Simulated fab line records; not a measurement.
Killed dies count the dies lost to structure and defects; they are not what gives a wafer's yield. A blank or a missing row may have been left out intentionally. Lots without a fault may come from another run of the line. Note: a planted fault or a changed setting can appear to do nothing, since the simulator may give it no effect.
Which tool was responsible? | flow n5_finfet | Sampling: 11 lots, 31 wafers, 3 of 1938 route steps

## WHAT THE GAUGES SHOWED, per wafer
N5_PASSIVATION_OVL_MEAS_63.
lot  | measured     | on         | PAD_OVL (nm)
L102 | day 12 02:36 | overlay-01 | 6 7 12
L100 | day 12 12:44 | overlay-01 | 0 -4 4
L107 | day 13 12:46 | overlay-02 | -1 1 -3
L103 | day 13 12:31 | overlay-02 | 2 2 7
L104 | day 13 13:43 | overlay-01 | 9 14
L105 | day 13 16:01 | overlay-02 | 4 4 -3
L113 | day 15 08:00 | overlay-01 | 2 6 7
L117 | day 15 22:43 | overlay-02 | 1 1 1
L119 | day 17 01:33 | overlay-02 | 7 5 0
L121 | day 17 06:13 | overlay-02 | 5 8 4
L123 | day 17 11:24 | overlay-01 | 0 0

## TOOL THAT RAN EACH LOT (tool first, then ch and the chambers of the sampled wafers, then the start)
lot  | N5_BEOL_M15_SPUTTER_44       | N5_PASSIVATION_SPUTTER_20
L102 | pvd_sputter-03, day 11 13:24 | pvd_sputter-03, day 12 02:00
L100 | pvd_sputter-02, day 12 01:37 | pvd_sputter-02, day 12 12:05
L107 | pvd_sputter-02, day 12 23:17 | pvd_sputter-02, day 13 12:10
L103 | pvd_sputter-02, day 12 23:41 | pvd_sputter-03, day 13 11:47
L104 | pvd_sputter-03, day 13 00:04 | pvd_sputter-01, day 13 12:59
L105 | pvd_sputter-03, day 13 07:25 | pvd_sputter-01, day 13 15:17
L113 | pvd_sputter-03, day 14 21:06 | pvd_sputter-02, day 15 07:16
L117 | pvd_sputter-02, day 15 11:23 | pvd_sputter-03, day 15 22:07
L119 | pvd_sputter-02, day 16 14:13 | pvd_sputter-02, day 17 00:50
L121 | pvd_sputter-02, day 16 19:50 | pvd_sputter-03, day 17 05:29
L123 | pvd_sputter-02, day 17 02:29 | pvd_sputter-03, day 17 10:38
- N5_BEOL_M15_SPUTTER_44: material Ta, target thk 15 nm, time 24.19 s.
- N5_PASSIVATION_SPUTTER_20: material TaN, target thk 50 nm.

## THE ANSWER, worked out from the rows above alone
Rule: what is usual is taken from the lots themselves. The widest of any qualifying gaps counts: lots, ordered by their means at a reading, are off when they make up no more than a third of the lots, leave a main group of 4 or more, and stand apart from it by 3 or more times the standard deviation of that group's means. If all means in a main group match to the digits the tables above print for the reading, that group is not used. A lot without any number at a reading at which 4 lots or more have one is off too. All remaining lots with rows at the step are treated as sound.
Nothing can be told from this: no lot is off at any reading shown.

## WHAT HAD BEEN PUT IN BY THE SIMULATOR
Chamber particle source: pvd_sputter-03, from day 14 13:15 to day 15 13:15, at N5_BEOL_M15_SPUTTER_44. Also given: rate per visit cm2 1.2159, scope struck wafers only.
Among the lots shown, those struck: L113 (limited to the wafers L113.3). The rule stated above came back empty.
